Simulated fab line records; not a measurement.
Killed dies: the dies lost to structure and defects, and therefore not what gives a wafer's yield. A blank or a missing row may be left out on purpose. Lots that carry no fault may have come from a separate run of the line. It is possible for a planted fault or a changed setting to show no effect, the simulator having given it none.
fab line records | flow n5Finfet | part 2 of 2: steps 25 to 35 of 35
[record] lots = 5 | wafers = 15 | lastDay = 16
route steps=1938 shown BEOL_M2@926 BEOL_M3@931
lots that met no fault: from a run of the same line without faults
startH: the number of hours between the record's first day and the start of the first shown wafer of the lot | waitH: time in hours since the lot's previous step | " as in the row above | L1.1+2: one row covering several wafers at once | - no value, or no start given | * or withheld: withheld | < > ~ a bound
route shown NAME@n: names a module that has steps shown in the file, with the first one's number in the route | usual: the fault-free wafers' mean and standard deviation | same: alike in all rows | chamber/n: place in a boat | sites: readings site by site | _std_site: their standard deviation | _edge_site: the outer-site mean with the inner-site mean subtracted | radiusMm: how far each site lies from the wafer's centre | mask NAME#n: copy n | behind: tool/chamber where the wafer was last shaped | hold: reason for holding the lot/hours on hold/outcome of the hold | device: which transistor (n, p or np) failed to switch | end of line: tests run on the same wafers once the route is complete | a step without rows: its recipe alone | killed: count of dies lost to structure and defects at first sort (not the wafer's yield) | map: dies across one wafer; x = killed, . = not, _ = none there
set.NAME: the setting the step ran with; set.NAME@STEP: the setting that earlier step ran with | model.NAME: the simulator's own value behind a step, which no gauge read
lots at some steps of the route; a table a step, a row a wafer
services: when a tool's chamber went out of use (startH, in hours from the record's first day, below 0 if earlier), for how many hours, and the reason
[[steps]]
[step N5_BEOL_M3_ETCH_64]
[recipe] chemistry = N2/H2 | target = SOC | targetDepthA = 750 | overetchA = 150 | maskMaterial = SiARC | tempC = 40 | timeS = 112.5 | ionEnergyEv = 200 | pressureMtorr = 30 | sourceW = 840 | biasW = 150 | n2FlowSccm = 200 | h2FlowSccm = 200
[usual] drypumpMotorCurrentA = 5.9/0.34 | oesProductAu = 0.64/0.072 | rfVppV = 524.3/2.7 | showerheadPlenumPTorr = 2.56/0.095 | throttleValvePct = 17.84/0.26
lot.wafer | tool       | chamber | startH | waitH | drypumpMotorCurrentA | oesProductAu | rfHoursCounterH | rfVppV | showerheadPlenumPTorr | throttleValvePct
L076.2    | rieDiel-02 | 3       | 163.50 | 0.0   | 5.9                  | 0.71         | 29              | 524.4  | 2.60                  | 17.70
L076.4    | "          | 0       | "      | "     | 6.5                  | 0.57         | -               | 520.2  | 2.40                  | 17.98
L076.5    | "          | 3       | "      | "     | 5.9                  | 0.71         | -               | 526.4  | 2.60                  | 17.70
L079.1    | rieDiel-02 | 0       | 186.95 | 0.0   | 6.6                  | 0.56         | 225             | 521.1  | 2.40                  | 17.97
L079.2    | "          | 3       | "      | "     | 5.9                  | 0.71         | 38              | 523.2  | 2.60                  | 17.72
L079.5    | "          | 0       | "      | "     | 6.5                  | 0.56         | -               | 518.9  | 2.40                  | 17.97
L084.3    | rieDiel-02 | 0       | 207.55 | 0.0   | 6.6                  | 0.56         | 232             | 520.0  | 2.39                  | 17.98
L084.4    | "          | 2       | "      | "     | 5.3                  | 0.71         | 32              | 526.9  | 2.60                  | 17.79
L084.5    | "          | 3       | "      | "     | 5.9                  | 0.70         | -               | 524.7  | 2.59                  | 17.74
L088.1    | rieDiel-06 | 3       | 242.73 | 0.0   | 5.9                  | 0.66         | 87              | 521.3  | 2.47                  | 18.30
L088.4    | "          | 0       | "      | "     | 5.8                  | 0.67         | 48              | 523.7  | 2.58                  | 17.38
L088.6    | "          | 0       | "      | "     | 5.9                  | 0.68         | -               | 523.7  | 2.58                  | 17.37
L089.1    | rieDiel-04 | 1       | 246.94 | 0.0   | 5.8                  | 0.53         | 267             | 522.6  | 2.50                  | 18.17
L089.5    | "          | 1       | "      | "     | 5.8                  | 0.52         | -               | 521.7  | 2.51                  | 18.17
L089.6    | "          | 2       | "      | "     | 5.4                  | 0.61         | -               | 526.2  | 2.67                  | 17.91
[step N5_BEOL_M3_STRIP_65]
[recipe] chemistry = N2/H2 | tempC = 40 | n2FlowSccm = 200 | h2FlowSccm = 200 | rfFrequencyHz = 6e+07
lot.wafer  | tool       | chamber | startH | waitH
L076.2+4+5 | rieDiel-02 | 3,0,3   | 163.61 | 0.1
L079.1+2+5 | rieDiel-02 | 0,3,0   | 187.06 | 0.1
L084.3+4+5 | rieDiel-02 | 0,2,3   | 207.65 | 0.1
L088.1+4+6 | rieDiel-06 | 3,0,0   | 242.84 | 0.1
L089.1+5+6 | rieDiel-04 | 1,1,2   | 247.05 | 0.1
[step N5_BEOL_M3_STRIP_75]
[recipe] chemistry = N2/H2 | tempC = 40 | n2FlowSccm = 200 | h2FlowSccm = 200 | rfFrequencyHz = 6e+07
lot.wafer  | tool       | chamber | startH | waitH
L076.2+4+5 | rieDiel-02 | 3,0,3   | 163.62 | 0.0
L079.1+2+5 | rieDiel-02 | 0,3,0   | 187.07 | 0.0
L084.3+4+5 | rieDiel-02 | 0,2,3   | 207.66 | 0.0
L088.1+4+6 | rieDiel-06 | 3,0,0   | 242.85 | 0.0
L089.1+5+6 | rieDiel-04 | 1,1,2   | 247.06 | 0.0
[step N5_BEOL_M3_STRIP_66]
[recipe] chemistry = CF4 | resist = SiARC | powerW = 300 | biasPowerW = 75 | pressureMtorr = 50 | cf4FlowSccm = 150 | rfFrequencyHz = 6e+07
[usual] drypumpMotorCurrentA = 5.9/0.34 | oesProductAu = 0.80/0.09 | rfVppV = 271.4/1.7 | showerheadPlenumPTorr = 1.81/0.065 | throttleValvePct = 13.55/0.23
lot.wafer | tool       | chamber | startH | waitH | drypumpMotorCurrentA | oesProductAu | rfHoursCounterH | rfVppV | showerheadPlenumPTorr | throttleValvePct
L076.2    | rieDiel-02 | 3       | 163.63 | 0.0   | 5.9                  | 0.90         | 29              | 272.8  | 1.83                  | 13.41
L076.4    | "          | 0       | "      | "     | 6.5                  | 0.71         | -               | 269.3  | 1.71                  | 13.78
L076.5    | "          | 3       | "      | "     | 5.9                  | 0.90         | -               | 272.9  | 1.83                  | 13.40
L079.1    | rieDiel-02 | 0       | 187.08 | 0.0   | 6.5                  | 0.70         | 226             | 269.6  | 1.71                  | 13.79
L079.2    | "          | 3       | "      | "     | 5.9                  | 0.88         | 38              | 272.0  | 1.83                  | 13.44
L079.5    | "          | 0       | "      | "     | 6.5                  | 0.70         | -               | 268.5  | 1.71                  | 13.80
L084.3    | rieDiel-02 | 0       | 207.67 | 0.0   | 6.5                  | 0.70         | 232             | 268.0  | 1.71                  | 13.82
L084.4    | "          | 2       | "      | "     | 5.3                  | 0.90         | 32              | 273.1  | 1.82                  | 13.42
L084.5    | "          | 3       | "      | "     | 5.9                  | 0.88         | -               | 272.2  | 1.82                  | 13.45
L088.1    | rieDiel-06 | 3       | 242.86 | 0.0   | 5.9                  | 0.82         | 87              | 269.4  | 1.72                  | 13.72
L088.4    | "          | 0       | "      | "     | 5.8                  | 0.85         | 48              | 272.5  | 1.84                  | 13.26
L088.6    | "          | 0       | "      | "     | 5.8                  | 0.85         | -               | 270.3  | 1.84                  | 13.26
L089.1    | rieDiel-04 | 1       | 247.07 | 0.0   | 5.8                  | 0.66         | 267             | 269.2  | 1.76                  | 13.91
L089.5    | "          | 1       | "      | "     | 5.8                  | 0.65         | -               | 270.9  | 1.76                  | 13.91
L089.6    | "          | 2       | "      | "     | 5.4                  | 0.76         | -               | 272.2  | 1.89                  | 13.74
[step N5_BEOL_M3_HM_OPEN_17]
[recipe] chemistry = Cl2/BCl3 | targetDepthA = 200 | overetchA = 60 | target = TiN | maskMaterial = SOC | ionEnergyEv = 150 | pressureMtorr = 10 | icpW = 1000 | biasW = 126 | Cl2_flow_sccm = 53.25 | bcl3FlowSccm = 21.75 | Ar_flow_sccm = 25
[usual] drypumpMotorCurrentA = 6.1/0.43 | oesProductAu = 0.68/0.084 | throttleValvePct = 22.33/0.25
lot.wafer | tool        | chamber | startH | waitH | drypumpMotorCurrentA | oesProductAu | rfHoursCounterH | throttleValvePct
L076.2    | rieMetal-03 | 0       | 163.67 | 0.0   | 6.4                  | 0.60         | 82              | 22.61
L076.4    | "           | 1       | "      | "     | 6.5                  | 0.76         | -               | 21.95
L076.5    | "           | 0       | "      | "     | 6.4                  | 0.60         | -               | 22.60
L079.1    | rieMetal-01 | 0       | 187.12 | 0.0   | 6.0                  | 0.78         | 4               | 22.24
L079.2    | "           | 0       | "      | "     | 6.1                  | 0.80         | -               | 22.24
L079.5    | "           | 0       | "      | "     | 6.1                  | 0.79         | -               | 22.23
L084.3    | rieMetal-01 | 0       | 207.78 | 0.1   | 6.0                  | 0.77         | -               | 22.25
L084.4    | "           | 0       | "      | "     | 6.1                  | 0.76         | -               | 22.26
L084.5    | "           | 0       | "      | "     | 6.0                  | 0.76         | -               | 22.25
L088.1    | rieMetal-01 | 0       | 242.90 | 0.0   | 6.1                  | 0.76         | 9               | 22.26
L088.4    | "           | 1       | "      | "     | 5.8                  | 0.72         | -               | 22.51
L088.6    | "           | 0       | "      | "     | 6.0                  | 0.76         | -               | 22.24
L089.1    | rieMetal-03 | 1       | 247.11 | 0.0   | 6.4                  | 0.73         | 15              | 21.97
L089.5    | "           | 1       | "      | "     | 6.3                  | 0.72         | -               | 21.96
L089.6    | "           | 0       | "      | "     | 6.4                  | 0.58         | -               | 22.64
[step N5_BEOL_M3_STRIP_19]
[recipe] chemistry = O2 | powerW = 400 | tempC = 40 | pressureMtorr = 30 | rfFrequencyHz = 6e+07 | biasPowerW = 0 | overashFraction = 0.2 | o2FlowSccm = 225
[usual] drypumpMotorCurrentA = 5.9/0.37 | oesProductAu = 0.80/0.093 | rfVppV = 3.7/0.5 | showerheadPlenumPTorr = 2.10/0.083 | throttleValvePct = 16.68/0.21
lot.wafer | tool       | chamber | startH | waitH | drypumpMotorCurrentA | oesProductAu | rfHoursCounterH | rfVppV | showerheadPlenumPTorr | throttleValvePct
L076.2    | rieDiel-02 | 1       | 163.78 | 0.1   | 5.9                  | 0.75         | 143             | 3.9    | 2.09                  | 16.85
L076.4    | "          | 3       | "      | "     | 5.9                  | 0.91         | -               | 3.5    | 2.15                  | 16.60
L076.5    | "          | 0       | "      | "     | 6.6                  | 0.71         | -               | 3.7    | 1.97                  | 16.69
L079.1    | rieDiel-02 | 3       | 187.32 | 0.2   | 5.9                  | 0.90         | 38              | 3.4    | 2.15                  | 16.63
L079.2    | "          | 2       | "      | "     | 5.2                  | 0.92         | 26              | 3.5    | 2.14                  | 16.54
L079.5    | "          | 3       | "      | "     | 5.9                  | 0.90         | -               | 3.9    | 2.15                  | 16.64
L084.3    | rieDiel-02 | 3       | 207.94 | 0.1   | 5.9                  | 0.88         | 45              | 3.9    | 2.15                  | 16.62
L084.4    | "          | 0       | "      | "     | 6.5                  | 0.71         | 232             | 3.4    | 1.97                  | 16.73
L084.5    | "          | 3       | "      | "     | 5.9                  | 0.88         | -               | 3.1    | 2.15                  | 16.64
L088.1    | rieDiel-04 | 3       | 243.01 | 0.1   | 5.4                  | 0.82         | 82              | 3.2    | 2.12                  | 16.39
L088.4    | "          | 1       | "      | "     | 5.8                  | 0.66         | -               | 3.0    | 2.05                  | 16.90
L088.6    | "          | 2       | "      | "     | 5.4                  | 0.77         | -               | 3.3    | 2.21                  | 16.88
L089.1    | rieDiel-02 | 3       | 247.22 | 0.1   | 5.9                  | 0.86         | 57              | 3.6    | 2.15                  | 16.67
L089.5    | "          | 1       | "      | "     | 5.9                  | 0.74         | -               | 3.8    | 2.09                  | 16.91
L089.6    | "          | 0       | "      | "     | 6.5                  | 0.69         | -               | 4.3    | 1.96                  | 16.77
[step N5_BEOL_M3_CD_MEAS_18]
[recipe] pitchNm = 36 | targetCdNm = 18
[usual] cdNm = 18.0/0.32
lot.wafer | tool     | chamber | startH | waitH | cdNm
L076.2    | cdSem-01 | -       | 163.85 | 0.1   | 17.8
L076.4    | "        | -       | "      | "     | 18.2
L076.5    | "        | -       | "      | "     | 17.7
L079.1    | cdSem-01 | -       | 187.39 | 0.0   | 18.2
L079.2    | "        | -       | "      | "     | 17.9
L079.5    | "        | -       | "      | "     | 18.1
L084.3    | cdSem-01 | -       | 208.01 | 0.1   | 18.2
L084.4    | "        | -       | "      | "     | 18.3
L084.5    | "        | -       | "      | "     | 17.8
L088.1    | cdSem-03 | -       | 243.08 | 0.0   | 17.7
L088.4    | "        | -       | "      | "     | 18.1
L088.6    | "        | -       | "      | "     | 17.9
L089.1    | cdSem-01 | -       | 247.29 | 0.0   | 17.8
L089.5    | "        | -       | "      | "     | 18.1
L089.6    | "        | -       | "      | "     | 17.6
[step N5_BEOL_M3_COAT_67]
[recipe] resist = SOC | tempC = 250 | timeS = 60 | spinRpm = 1500 | resistThkNm = 60
lot.wafer  | tool          | chamber | startH | waitH
L076.2+4+5 | lithoTrack-02 | 0       | 163.89 | 0.0
L079.1+2+5 | lithoTrack-02 | 0       | 187.43 | 0.0
L084.3+4+5 | lithoTrack-03 | 0       | 208.04 | 0.0
L088.1+4+6 | lithoTrack-03 | 0       | 243.12 | 0.0
L089.1+5+6 | lithoTrack-01 | 0       | 247.33 | 0.0
[step N5_BEOL_M3_COAT_68]
[recipe] resist = SiARC | tempC = 220 | timeS = 60 | spinRpm = 1500 | resistThkNm = 12
lot.wafer  | tool          | chamber | startH | waitH
L076.2+4+5 | lithoTrack-02 | 0       | -      | -
L079.1+2+5 | lithoTrack-02 | 0       | -      | -
L084.3+4+5 | lithoTrack-03 | 0       | -      | -
L088.1+4+6 | lithoTrack-03 | 0       | -      | -
L089.1+5+6 | lithoTrack-01 | 0       | -      | -
[step N5_BEOL_M3_COAT_76]
[recipe] resist = underlayer | tempC = 205 | timeS = 60 | spinRpm = 1500 | resistThkNm = 5
lot.wafer  | tool          | chamber | startH | waitH
L076.2+4+5 | lithoTrack-02 | 0       | -      | -
L079.1+2+5 | lithoTrack-02 | 0       | -      | -
L084.3+4+5 | lithoTrack-03 | 0       | -      | -
L088.1+4+6 | lithoTrack-03 | 0       | -      | -
L089.1+5+6 | lithoTrack-01 | 0       | -      | -
[step N5_BEOL_M3_COAT_22]
[recipe] resist = CAR-EUV | spinRpm = 1500 | resistThkNm = 30
lot.wafer  | tool          | chamber | startH | waitH
L076.2+4+5 | lithoTrack-02 | 0       | -      | -
L079.1+2+5 | lithoTrack-02 | 0       | -      | -
L084.3+4+5 | lithoTrack-03 | 0       | -      | -
L088.1+4+6 | lithoTrack-03 | 0       | -      | -
L089.1+5+6 | lithoTrack-01 | 0       | -      | -
[[services]]
tool          | chamber | startH | hours | kind
euvScanner-02 | -       | 147.33 | 1.0   | pm
euvScanner-01 | -       | 147.96 | 1.3   | repair
pecvd-01      | -       | 158.13 | 4.3   | repair
rieDiel-02    | 2       | 161.44 | 8.3   | repair
pecvd-03      | -       | 165.77 | 0.7   | repair
pecvd-04      | 2       | 168.49 | 7.5   | repair
rieMetal-01   | 1       | 173.00 | 50.6  | repair
euvScanner-01 | -       | 177.68 | 1.0   | pm
rieDiel-06    | 1       | 180.43 | -     | clean
rieDiel-06    | 1       | 180.43 | -     | consumableReplace:focusRing
rieDiel-02    | 1       | 183.49 | 5.8   | repair
euvScanner-01 | -       | 184.66 | 5.8   | pm
cvdCo-01      | 0       | 196.13 | 2.6   | repair
cvdCo-01      | -       | 197.12 | 0.5   | repair
rieDiel-02    | -       | 199.34 | 2.8   | pm
euvScanner-02 | -       | 199.89 | 0.5   | repair
euvScanner-02 | -       | 203.48 | 1.0   | pm
euvScanner-02 | -       | 226.00 | 27.4  | repair
rieDiel-04    | 0       | 228.92 | -     | clean
rieDiel-04    | 0       | 228.92 | -     | consumableReplace:focusRing
rieDiel-04    | 0       | 228.92 | -     | consumableReplace:showerhead
rieDiel-04    | 0       | 228.92 | 27.6  | scheduledDown
rieDiel-04    | 0       | 228.92 | 27.6  | ventCycle
pecvd-02      | 1       | 238.05 | 21.2  | repair
